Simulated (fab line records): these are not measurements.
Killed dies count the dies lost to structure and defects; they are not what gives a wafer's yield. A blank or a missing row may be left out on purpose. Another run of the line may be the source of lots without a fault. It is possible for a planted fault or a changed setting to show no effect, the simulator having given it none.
Split-lot experiment	flow n5_finfet	21 wafers read across 7 lots, on a route 1938 steps long

== SPLIT DETAILS ==
At N5_BEOL_M0_SAQP_EXPOSE_11 (exposes mask M0 CORE, target cd 42 nm), the setting dose_mj was moved away from the recipe's 55 on 6 of the 21 wafers read, by -5.8% to +6.3%. This setting was run at the recipe's value on the other wafers.

== FROM THE SPLIT TO THE READING: what the file shows between them, 2 steps ==
- N5_BEOL_M0_SAQP_PEB_12: peb time 60 s
- N5_BEOL_M0_SAQP_DEVELOP_13: develop time 30 s

== THE READING ==
Shown in nm: cd_nm at N5_BEOL_M0_SAQP_CD_MEAS_14, with target cd 42.5 nm. On this fab line, fault-free wafers typically give 42.4 nm with a standard deviation of 0.44 nm.

wafer	tool, chamber at the split	dose_mj as run	against the recipe	cd_nm, nm	against lot-mates on the recipe
L084.3	arfi_scanner-03, 0	55	recipe	43.2	-
L084.4	arfi_scanner-03, 0	55	recipe	43.7	-
L084.5	arfi_scanner-03, 0	55	recipe	43.1	-
L087.1	arfi_scanner-03, 0	51.82	-5.8%	44.8	+2.3
L087.5	arfi_scanner-03, 0	51.82	-5.8%	44.1	+1.6
L087.6	arfi_scanner-03, 0	55	recipe	42.5	-
L088.1	arfi_scanner-03, 0	51.79	-5.8%	44.4	+1.0
L088.4	arfi_scanner-03, 0	55	recipe	43.2	-
L088.5	arfi_scanner-03, 0	55	recipe	43.5	-
L090.1	arfi_scanner-01, 0	58.49	+6.3%	40.4	-1.3
L090.2	arfi_scanner-01, 0	55	recipe	41.7	-
L090.5	arfi_scanner-01, 0	58.49	+6.3%	40.4	-1.3
L093.2	arfi_scanner-01, 0	55	recipe	42.3	-
L093.4	arfi_scanner-01, 0	55	recipe	42.8	-
L093.5	arfi_scanner-01, 0	52.35	-4.8%	43.9	+1.4
L095.1	arfi_scanner-02, 0	55	recipe	42.3	-
L095.2	arfi_scanner-02, 0	55	recipe	42.1	-
L095.5	arfi_scanner-02, 0	55	recipe	42.9	-
L096.3	arfi_scanner-03, 0	55	recipe	42.6	-
L096.5	arfi_scanner-03, 0	55	recipe	42.0	-
L096.6	arfi_scanner-03, 0	55	recipe	42.3	-

FIT RESULTS
A straight line over all 21 wafers: cd_nm changes by -0.322 nm for each +1% of dose_mj; r = -0.89; the points scatter about the line by 0.52 nm.
The same after taking each lot's own level away (the mean of its wafers on the recipe; 21 wafers): -0.25 nm for each +1%; r = -0.93; scatter 0.32 nm.
Per that fit: largest dose_mj move, reading shift of 1.6 nm.
Measured against the standard deviation above, the lots' own levels, which go from 41.70 to 43.35 nm, span 3.7 times it.
Hence the slope depends on the lot-to-lot level, as the two fits are not the same.
Check: with one of the wafers moved furthest among these (+6.3%) left out of the fit, the line predicts -1.61 nm for it against its lot-mates. It came out at -1.3 nm against them.

== FURTHER SPLITS ON THESE WAFERS ==
Before the reading, these wafers also passed through other splits. Each is held against what the fit with the lots' levels taken away leaves over:
other split on the same wafers	wafers away from the commonest value	r with cd_nm (lot level and that fit taken away)
N5_MOL_CONTACT_COAG_COAT_76 spin_rpm	6	-0.23
N5_MOL_CONTACT_COAG_ETCHBACK_135 time_s	7	+0.13
N5_MOL_CONTACT_COAG_COAT_64 spin_rpm	6	+0.06

== FILE'S OWN FIT ==
cd_nm changes by -0.249 nm for each +1% of dose_mj, r = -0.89.
